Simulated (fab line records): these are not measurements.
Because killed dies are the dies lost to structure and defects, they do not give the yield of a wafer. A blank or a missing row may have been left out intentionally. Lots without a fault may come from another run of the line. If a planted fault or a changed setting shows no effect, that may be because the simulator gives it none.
2 desks looking at one fault / flow nand harc / what lay behind the numbers comes last; until then each desk has only its own

## THE METROLOGY DESK
What the gauges read for every lot (on any tool): the sampled wafers with a number, averaged. If a lot's mean is further than 4 standard deviations from the usual mean, the lot is out of limits and carries the mark OUT (the distance appears in the brackets).
Columns: A = cd nm at NHARC_P_ZERO_WELL_CD_MEAS_24, usual 719.8 nm; B = cd nm at NHARC_P_ZERO_WELL_CD_MEAS_52, usual 1999.6 nm
lot=L759; first seen here=day 1 14:30; A=720.9; B=2002.1
lot=L761; first seen here=day 2 02:39; A=716.5; B=2000.4
lot=L762; first seen here=day 2 08:38; A=720.8; B=2001.6
lot=L763; first seen here=day 2 14:44; A=720.7; B=1998.6
lot=L764; first seen here=day 2 20:37; A=719.8; B=1999.3
lot=L765; first seen here=day 3 02:38; A=718.9; B=2001.7
lot=L774; first seen here=day 5 08:23; A=719.3; B=2014.1 (+5.8) OUT
lot=L776; first seen here=day 5 20:28; A=720.4; B=2021.9 (+8.9) OUT
lot=L779; first seen here=day 6 14:43; A=718.2; B=1996.7
lot=L780; first seen here=day 6 20:35; A=721.0; B=1998.9
lot=L781; first seen here=day 7 02:28; A=720.9; B=2000.5
lot=L782; first seen here=day 7 08:28; A=720.2; B=1998.2
This desk's finding: out of limits on L774, L776; first on L774, day 5 11:44 (cd nm at NHARC_P_ZERO_WELL_CD_MEAS_52). L759, L761, L762, L763, L764, L765, L779, L780, L781, L782: within limits.

## DESK OF THE TOOL OWNER: krf scanner-01
The tool's own readings at NHARC_P_ZERO_WELL_EXPOSE_49 (exposes mask P HVPW, target cd 2000 nm): means of the sampled wafers that have a number, for each lot that ran on this tool. If a lot's mean is further than 4 standard deviations from the usual mean, the lot is out of limits and carries the mark OUT (the distance appears in the brackets).
Columns: A = reticle temp C at NHARC_P_ZERO_WELL_EXPOSE_49, usual 23.00 C
lot=L761; first seen here=day 2 05:43; A=22.84
lot=L763; first seen here=day 2 17:52; A=23.05
lot=L774; first seen here=day 5 11:35; A=23.11
lot=L776; first seen here=day 5 23:38; A=23.03
This desk's finding: nothing out of limits on any of the 4 lots.

## ALL TOGETHER
An alarm was possible from the metrology desk at day 5 11:44, on L774, L776.
The tool owner's desk saw nothing out of limits.
The tool owner's desk has L774, L776 on record, within its limits.
NHARC_P_ZERO_WELL_EXPOSE_49 was run on krf scanner-01 by each of the lots named.

## WHAT HAD BEEN PUT IN BY THE SIMULATOR
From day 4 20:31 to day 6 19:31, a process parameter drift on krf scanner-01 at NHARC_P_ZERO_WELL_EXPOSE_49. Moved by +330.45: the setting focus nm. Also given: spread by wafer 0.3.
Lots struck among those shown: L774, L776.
Time in hours between the start of the fault and the first out-of-limits reading at each desk: metrology desk, 15.
